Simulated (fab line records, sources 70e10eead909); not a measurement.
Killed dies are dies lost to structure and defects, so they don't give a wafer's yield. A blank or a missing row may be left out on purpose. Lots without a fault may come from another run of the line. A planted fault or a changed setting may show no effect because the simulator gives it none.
One fault seen from 2 desks | flow nand_harc | each desk has only its own numbers; what lay behind them comes last

THE METROLOGY DESK
What the gauges read, lot by lot, whatever tool the lot ran on: means of the sampled wafers that have a number. A lot is out of limits, marked OUT, if its mean lies more than 4 standard deviations from the usual mean; the brackets give that distance.
Columns: A = cd_nm at NHARC_P_M2_CD_MEAS_09, usual 170.0 nm
lot  | first seen here | A
L976 | day 6 07:55     | 169.9
L979 | day 7 23:02     | 170.7
L981 | day 8 13:54     | 169.6
L983 | day 9 04:37     | 170.1
L984 | day 9 21:41     | 169.4
L986 | day 10 08:11    | 169.7
L987 | day 10 20:49    | 170.4
L992 | day 13 04:35    | 170.0
L993 | day 13 13:16    | 177.1 (+16) OUT
L995 | day 14 07:50    | 177.2 (+16) OUT
L998 | day 15 09:53    | 170.1
L999 | day 15 23:50    | 169.7
This desk's finding: out of limits on L993, L995; first on L993, day 13 13:16 (cd_nm at NHARC_P_M2_CD_MEAS_09). In limits: L976, L979, L981, L983, L984, L986, L987, L992, L998, L999.

THE TOOL OWNER'S DESK: litho_track-06
The tool's own readings at NHARC_P_M2_PEB_07 (peb time 65 s): means of the sampled wafers that have a number, for each lot that ran on this tool. A lot is out of limits, marked OUT, if its mean lies more than 4 standard deviations from the usual mean; the brackets give that distance.
Columns: A = chill_plate_temp_C at NHARC_P_M2_PEB_07, usual 23.01 C; B = heater_power_total_W at NHARC_P_M2_PEB_07, usual 156.6 W; C = plate_temp_C at NHARC_P_M2_PEB_07, usual 99.99 C
lot  | first seen here | A     | B                | C
L983 | day 9 04:32     | 22.99 | 156.1            | 99.88
L992 | day 13 04:30    | 23.04 | 156.3            | 100.07
L993 | day 13 13:11    | 23.02 | 160.8 (+9.6) OUT | 102.19 (+17) OUT
L995 | day 14 07:45    | 23.05 | 161.6 (+11) OUT  | 101.91 (+15) OUT
This desk's finding: out of limits on L993, L995; first on L993, day 13 13:11 (heater_power_total_W at NHARC_P_M2_PEB_07). In limits: L983, L992.

PUT TOGETHER
The tool owner's desk could have raised an alarm at day 13 13:11, on L993, L995.
The metrology desk could have raised an alarm at day 13 13:16, on L993, L995.
Of the lots named, all ran NHARC_P_M2_PEB_07 on litho_track-06.

WHAT THE SIMULATOR HAD PUT IN
Process parameter drift: litho_track-06, from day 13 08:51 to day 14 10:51, at NHARC_P_M2_PEB_07. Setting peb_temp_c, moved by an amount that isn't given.
Lots struck among those shown: L993, L995.
Hours from the fault's start to each desk's first reading out of limits: the tool owner's desk, 4; the metrology desk, 4.
